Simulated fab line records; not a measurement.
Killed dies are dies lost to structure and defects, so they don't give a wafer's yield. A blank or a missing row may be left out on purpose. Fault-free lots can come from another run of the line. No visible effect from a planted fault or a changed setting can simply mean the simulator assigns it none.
What tool caused it? / flow nand_harc / at 1 step of a route of 1159, 13 lots with 39 wafers sampled

== WHAT EACH GAUGE READ, for each wafer ==
NHARC_A_CHANNEL_HOLE_D1_CD_MEAS_30.
lot=L216; measured=day 8 18:11; on=cd_sem-02; cd_nm (nm)=89.5 88.8 87.6
lot=L218; measured=day 9 00:50; on=cd_sem-02; cd_nm (nm)=89.3 90.4 88.6
lot=L221; measured=day 9 08:14; on=cd_sem-02; cd_nm (nm)=89.6 88.1 91.2
lot=L219; measured=day 9 09:04; on=cd_sem-03; cd_nm (nm)=89.9 88.4 87.1
lot=L220; measured=day 9 14:13; on=cd_sem-02; cd_nm (nm)=88.7 88.8 87.7
lot=L230; measured=day 11 15:37; on=cd_sem-02; cd_nm (nm)=89.1 88.4 88.0
lot=L231; measured=day 12 08:34; on=cd_sem-03; cd_nm (nm)=92.1 89.7 91.2
lot=L232; measured=day 12 14:49; on=cd_sem-02; cd_nm (nm)=89.7 90.1 86.7
lot=L233; measured=day 12 14:53; on=cd_sem-01; cd_nm (nm)=86.9 90.1 86.0
lot=L235; measured=day 13 04:46; on=cd_sem-01; cd_nm (nm)=86.7 88.3 89.7
lot=L239; measured=day 14 03:48; on=cd_sem-02; cd_nm (nm)=89.0 89.3 90.1
lot=L237; measured=day 14 09:40; on=cd_sem-02; cd_nm (nm)=90.1 92.5 90.3
lot=L238; measured=day 14 15:34; on=cd_sem-01; cd_nm (nm)=88.6 89.3 88.9

== WHAT TOOL EACH LOT RAN ON (gives the tool, then ch and the chambers of the sampled wafers, and finally the start) ==
There is no process step in the record ahead of these readings.

== WHAT THE TOOLS THEMSELVES READ (means of the sampled wafers that have a number; where no wafer has one, the mark that the record gives instead) ==
The record holds no such reading with a usual standard deviation.

== THE ANSWER, worked out from the rows above alone ==
Rule: the lots themselves supply what counts as usual. Put in order of their means at a reading, lots are off if they are a third of the lots or fewer, leave a main group of 4 or more, and stand apart from it by a gap of 3 or more times the standard deviation of the main group's means; of several such gaps the widest counts. A main group is skipped when, at the precision printed for the reading in the tables above, its means are all equal. A lot without any number at a reading at which 4 lots or more have one is off too. Any other lot the step has rows for is counted as sound. After the gauges, taken in route order, come the tools' own readings; for these a lot's mean is taken, as printed above. The first step at which some lot is off is used, and at that step the reading that is off furthest; a lot without a number counts as furthest.
Across all readings shown, no lot is off: no conclusion can be drawn from this.

== WHAT THE SIMULATOR HAD PUT IN ==
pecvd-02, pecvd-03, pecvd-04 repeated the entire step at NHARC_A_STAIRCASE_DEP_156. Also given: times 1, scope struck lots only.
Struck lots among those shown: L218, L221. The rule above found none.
